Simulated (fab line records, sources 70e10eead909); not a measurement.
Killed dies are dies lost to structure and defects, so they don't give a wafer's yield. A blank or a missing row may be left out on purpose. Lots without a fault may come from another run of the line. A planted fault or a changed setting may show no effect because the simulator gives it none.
Chamber matching | flow nand_harc | NHARC_P_CONTACT_ALD_22 on ald_metal-04: 4 sister chambers
The step deposits TiN, target thk 3 nm, pulse time 1 s, ald cycles 150. 8 wafers are shown with their chamber, then 12 later ones without.

WAFERS WITH THEIR CHAMBER
wafer  | chamber | heater_power_outer_w (W) | heater_power_w (W)
L083.2 | 0       | 701                      | 1014
L083.4 | 3       | 856                      | 1235
L084.1 | 1       | 812                      | 1167
L084.3 | 2       | 634                      | 970
L084.4 | 0       | 699                      | 1041
L086.1 | 2       | 618                      | 981
L086.2 | 1       | 820                      | 1222
L086.4 | 3       | 863                      | 1268

WAFERS WITHOUT THEIR CHAMBER
wafer  | heater_power_outer_w (W) | heater_power_w (W)
L089.3 | 692                      | 1032
L089.5 | 696                      | 1010
L089.6 | 891                      | 1210
L093.3 | 807                      | 1245
L093.5 | 588                      | 915
L093.6 | 831                      | 1272
L095.1 | 841                      | 1214
L095.3 | 576                      | 922
L095.5 | 585                      | 907
L097.2 | 708                      | 1055
L097.3 | 574                      | 917
L097.4 | 827                      | 1225

WHICH CHAMBER EACH WENT THROUGH
wafer  | from the rows above     | in truth
L089.3 | 0                       | 0
L089.5 | 0                       | 0
L089.6 | 3                       | 3
L093.3 | 1                       | 1
L093.5 | 2                       | 2
L093.6 | can't be placed: 1 or 3 | 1
L095.1 | can't be placed: 3 or 1 | 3
L095.3 | 2                       | 2
L095.5 | 2                       | 2
L097.2 | 0                       | 0
L097.3 | 2                       | 2
L097.4 | 1                       | 1
Placed correctly: 10 of 12. Can't be placed from these rows: 2 (the true chamber is among the candidates in 2). Placed wrongly: 0.
How it was worked out, from the rows above alone: a wafer's distance from a chamber is the root of the sum, over the readings, of the square of ((its reading less the chamber's mean) divided by the reading's scatter). The wafer belongs to the nearest chamber; if the next one is less than 2 further off, it can't be placed. A chamber's mean is the mean of its shown wafers. The scatter: the root of (the sum of the squares of (reading less its chamber's mean) over the shown wafers, divided by (wafers less chambers)).
